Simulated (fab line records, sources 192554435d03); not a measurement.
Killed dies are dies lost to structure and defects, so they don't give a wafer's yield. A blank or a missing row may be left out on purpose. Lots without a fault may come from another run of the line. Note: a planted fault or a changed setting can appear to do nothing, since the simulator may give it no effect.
Matching of chambers / flow n5_finfet / N5_BEOL_M10_ETCH_65 on rie_diel-03 has 4 sister chambers
The step etches SiARC in CF4, target depth 39 nm, time 65 s. 14 wafers are shown with their chamber, then 7 later ones without.

## WAFERS PAIRED WITH THEIR CHAMBERS
wafer=L696.2; chamber=0; drypump_motor_current_A (A)=5.8; etch_rf_on_time_s (s)=64.7; showerhead_plenum_p_Torr (Torr)=2.09
wafer=L696.4; chamber=3; drypump_motor_current_A (A)=6.3; etch_rf_on_time_s (s)=62.9; showerhead_plenum_p_Torr (Torr)=2.11
wafer=L696.5; chamber=2; drypump_motor_current_A (A)=6.6; etch_rf_on_time_s (s)=64.9; showerhead_plenum_p_Torr (Torr)=2.10
wafer=L699.1; chamber=3; drypump_motor_current_A (A)=6.3; etch_rf_on_time_s (s)=63.3; showerhead_plenum_p_Torr (Torr)=2.11
wafer=L699.5; chamber=1; drypump_motor_current_A (A)=5.1; etch_rf_on_time_s (s)=63.6; showerhead_plenum_p_Torr (Torr)=2.11
wafer=L699.6; chamber=0; drypump_motor_current_A (A)=5.8; etch_rf_on_time_s (s)=64.4; showerhead_plenum_p_Torr (Torr)=2.08
wafer=L702.1; chamber=1; drypump_motor_current_A (A)=5.1; etch_rf_on_time_s (s)=63.1; showerhead_plenum_p_Torr (Torr)=2.11
wafer=L702.3; chamber=2; drypump_motor_current_A (A)=6.6; etch_rf_on_time_s (s)=65.1; showerhead_plenum_p_Torr (Torr)=2.09
wafer=L702.6; chamber=3; drypump_motor_current_A (A)=6.3; etch_rf_on_time_s (s)=63.0; showerhead_plenum_p_Torr (Torr)=2.11
wafer=L701.2; chamber=1; drypump_motor_current_A (A)=5.2; etch_rf_on_time_s (s)=63.2; showerhead_plenum_p_Torr (Torr)=2.11
wafer=L701.3; chamber=2; drypump_motor_current_A (A)=6.6; etch_rf_on_time_s (s)=65.0; showerhead_plenum_p_Torr (Torr)=2.09
wafer=L701.6; chamber=2; drypump_motor_current_A (A)=6.6; etch_rf_on_time_s (s)=65.0; showerhead_plenum_p_Torr (Torr)=2.09
wafer=L708.1; chamber=1; drypump_motor_current_A (A)=5.1; etch_rf_on_time_s (s)=63.2; showerhead_plenum_p_Torr (Torr)=2.11
wafer=L708.3; chamber=0; drypump_motor_current_A (A)=5.8; etch_rf_on_time_s (s)=64.5; showerhead_plenum_p_Torr (Torr)=2.08

SIGNATURES (averages over the wafers above)
reading=drypump_motor_current_A; chamber 0=5.800; chamber 1=5.125; chamber 2=6.600; chamber 3=6.300; scatter within a chamber=0.0274
reading=etch_rf_on_time_s; chamber 0=64.533; chamber 1=63.275; chamber 2=65.000; chamber 3=63.067; scatter within a chamber=0.173
reading=showerhead_plenum_p_Torr; chamber 0=2.0833; chamber 1=2.1100; chamber 2=2.0925; chamber 3=2.1100; scatter within a chamber=0.00376
Rule: for each reading, subtract the chamber's mean from the wafer's reading, divide by that reading's scatter and square the result; add these up over the readings and take the root, which gives the wafer's distance from the chamber. The wafer belongs to the nearest chamber; if the next one is less than 2 further off, it can't be placed. The scatter: take each reading less its chamber's mean, square it, sum over the shown wafers, divide by the number of wafers less the number of chambers, and take the root.

## WAFERS WHOSE CHAMBER IS MISSING
wafer=L708.5; drypump_motor_current_A (A)=5.8; etch_rf_on_time_s (s)=64.3; showerhead_plenum_p_Torr (Torr)=2.08
wafer=L711.1; drypump_motor_current_A (A)=5.2; etch_rf_on_time_s (s)=63.7; showerhead_plenum_p_Torr (Torr)=2.11
wafer=L711.4; drypump_motor_current_A (A)=5.8; etch_rf_on_time_s (s)=64.1; showerhead_plenum_p_Torr (Torr)=2.07
wafer=L711.6; drypump_motor_current_A (A)=6.6; etch_rf_on_time_s (s)=64.0; showerhead_plenum_p_Torr (Torr)=2.08
wafer=L710.1; drypump_motor_current_A (A)=5.2; etch_rf_on_time_s (s)=64.6; showerhead_plenum_p_Torr (Torr)=2.10
wafer=L710.3; drypump_motor_current_A (A)=5.8; etch_rf_on_time_s (s)=66.1; showerhead_plenum_p_Torr (Torr)=2.07
wafer=L710.6; drypump_motor_current_A (A)=5.1; etch_rf_on_time_s (s)=64.8; showerhead_plenum_p_Torr (Torr)=2.10

## EACH ONE'S CHAMBER
wafer=L708.5; from the rows above=0; in truth=0
wafer=L711.1; from the rows above=1; in truth=1
wafer=L711.4; from the rows above=0; in truth=0
wafer=L711.6; from the rows above=2; in truth=2
wafer=L710.1; from the rows above=1; in truth=1
wafer=L710.3; from the rows above=0; in truth=0
wafer=L710.6; from the rows above=1; in truth=1
7 of 7 placed correctly. Not placeable from these rows: 0. 0 placed wrongly.
